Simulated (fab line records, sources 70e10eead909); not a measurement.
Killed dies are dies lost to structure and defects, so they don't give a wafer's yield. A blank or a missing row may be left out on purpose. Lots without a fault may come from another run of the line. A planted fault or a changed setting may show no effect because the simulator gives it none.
A struck lot beside a sound one | flow nand_harc | 26 steps out of a route of 1302
Sound: wafers L115.2, L115.4, L115.5. Struck: wafers L132.1, L132.2, L132.4. The cause comes at the end.
At each step with rows: each side's tool, then ch and its chambers, then its first start. Under that, the readings that differ: sound wafers | struck wafers | difference of the means | sigmas: that difference in standard deviations of wafers without a fault.
alike: readings whose means differ by less than 2 such deviations, and words and numbers that are the same on both sides. not compared: withheld readings, readings that some wafer has no value for, bounds like >300 that may hide the same value, and numbers for which the record gives no deviation and whose values overlap.
The two part at a step that has a row with sigmas, a row that says differs or no value, or rows on one side only. Numbers that don't overlap but have no deviation are shown without sigmas and don't part them. A reading that every wafer of one side lacks parts them only if that side has two wafers or more.

first, 1 step without rows for these wafers: NHARC_P_ZERO_WELL_SRD_69.
NHARC_P_ZERO_WELL_RTA_42: time 300 s.
  sound on rtp_anneal-01 ch 0, day 2 03:21; struck on rtp_anneal-01 ch 0, day 9 04:46
  alike: lamp_power_pct, lamp_zone_1_pct, wafer_temp_C_max
NHARC_P_ZERO_WELL_INSPECT_43:
  sound on defect_inspect-01, day 2 03:55; struck on defect_inspect-01, day 9 05:26
  alike: raw_defect_count
then, 9 steps without rows for these wafers: NHARC_P_STI_ETCH_26 (etches SiO2 in dHF, target depth 11 nm); NHARC_P_STI_PRECLEAN_27 (cleans in SC1); NHARC_P_STI_SRD_28; NHARC_P_STI_OXIDE_29 (material SiO2, target thk 10 nm, ox time 1362 s); NHARC_P_STI_HM_DEP_30 (deposits Si3N4, target thk 80 nm, time 873 s); NHARC_P_STI_DEHYDRATE_01 (time 120 s); NHARC_P_STI_HMDS_02 (time 30 s); NHARC_P_STI_COAT_41 (time 65 s); NHARC_P_STI_COAT_03 (resist thk 600 nm).
NHARC_P_STI_SOFTBAKE_04: time 70 s.
  sound on litho_track-02 ch 0, day 2 20:00; struck on litho_track-03 ch 0, day 9 20:00
  reading                  | sound                | struck               | difference | sigmas
  heater_power_total_W (W) | 200.0 200.0 202.4    | 209.1 209.0 209.5    | +8.4       | +7
  plate_temp_C (C)         | 125.03 125.12 124.99 | 128.26 128.46 128.31 | +3.30      | +24
then, 4 steps without rows for these wafers: NHARC_P_STI_EBR_05; NHARC_P_STI_EXPOSE_06 (exposes mask P STI, target cd 200 nm); NHARC_P_STI_PEB_07 (peb time 80 s); NHARC_P_STI_DEVELOP_08 (time 50 s).
NHARC_P_STI_CD_MEAS_09: target cd 200 nm.
  sound on cd_sem-02 ch 0, day 2 21:25; struck on cd_sem-03 ch 0, day 9 20:34
  alike: cd_nm
NHARC_P_STI_OVL_MEAS_10:
  sound on overlay-02, day 2 21:29; struck on overlay-01, day 9 20:39
  alike: overlay_x_nm, overlay_y_nm
NHARC_P_STI_INSPECT_11:
  sound on defect_inspect-01, day 2 21:32; struck on defect_inspect-02, day 9 20:41
  alike: raw_defect_count
then, 1 step without rows for these wafers: NHARC_P_STI_HARDBAKE_13 (time 65 s).
NHARC_P_STI_DESCUM_14: chemistry O2, time 3 s.
  sound on rie_diel-06 ch 1,2,3, day 2 21:40; struck on rie_diel-10 ch 0,2,3, day 9 20:49
  alike: chamber_pressure_mTorr, drypump_motor_current_A, mfc_ar_sccm, oes_product_au, rf_vpp_V, showerhead_plenum_p_Torr, throttle_valve_pct
  not compared: rf_hours_counter_h, model.P_STI.cd_nm
NHARC_P_STI_ETCH_42: etches the open film in N2/H2, target depth 80 nm, overetch 24 nm, time 61 s.
  sound on rie_diel-06 ch 0,3, day 2 21:45; struck on rie_diel-10 ch 0,2,3, day 9 20:55
  alike: chamber_pressure_mTorr, drypump_motor_current_A, mfc_ar_sccm, oes_product_au, rf_vpp_V, showerhead_plenum_p_Torr, throttle_valve_pct
  not compared: rf_hours_counter_h
NHARC_P_STI_ETCH_31: etches the open film in CF4/CHF3, target depth 108.9 nm, time 54.5 s.
  sound on rie_diel-06 ch 0,1,3; struck on rie_diel-10 ch 1,2,3
  alike: chamber_pressure_mTorr, chf3_flow_sccm, drypump_motor_current_A, mfc_ar_sccm, oes_product_au, rf_vpp_V, showerhead_plenum_p_Torr, throttle_valve_pct
  not compared: rf_hours_counter_h
NHARC_P_STI_ETCH_15: etches the open film in HBr/Cl2, target depth 300 nm, time 100.1 s.
  sound on rie_si-05 ch 1,3, day 2 21:58; struck on rie_si-04 ch 0,1,2, day 9 21:06
  alike: chamber_pressure_mTorr, drypump_motor_current_A, oes_product_au, throttle_valve_pct
  not compared: rf_hours_counter_h, model.P_STI.cd_nm
NHARC_P_STI_CD_MEAS_16:
  sound on cd_sem-02, day 2 22:06; struck on cd_sem-02, day 9 21:16
  alike: cd_nm

WHERE THEY PART
Only at NHARC_P_STI_SOFTBAKE_04, within this record. Later steps at which nothing parts them and some readings are alike: NHARC_P_STI_CD_MEAS_09, NHARC_P_STI_OVL_MEAS_10, NHARC_P_STI_INSPECT_11, NHARC_P_STI_DESCUM_14, NHARC_P_STI_ETCH_42, NHARC_P_STI_ETCH_31, NHARC_P_STI_ETCH_15, NHARC_P_STI_CD_MEAS_16.

WHY: what the simulator had put in
Process parameter drift: litho_track-03, from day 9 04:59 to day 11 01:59, at NHARC_P_STI_SOFTBAKE_04. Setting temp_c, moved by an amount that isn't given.
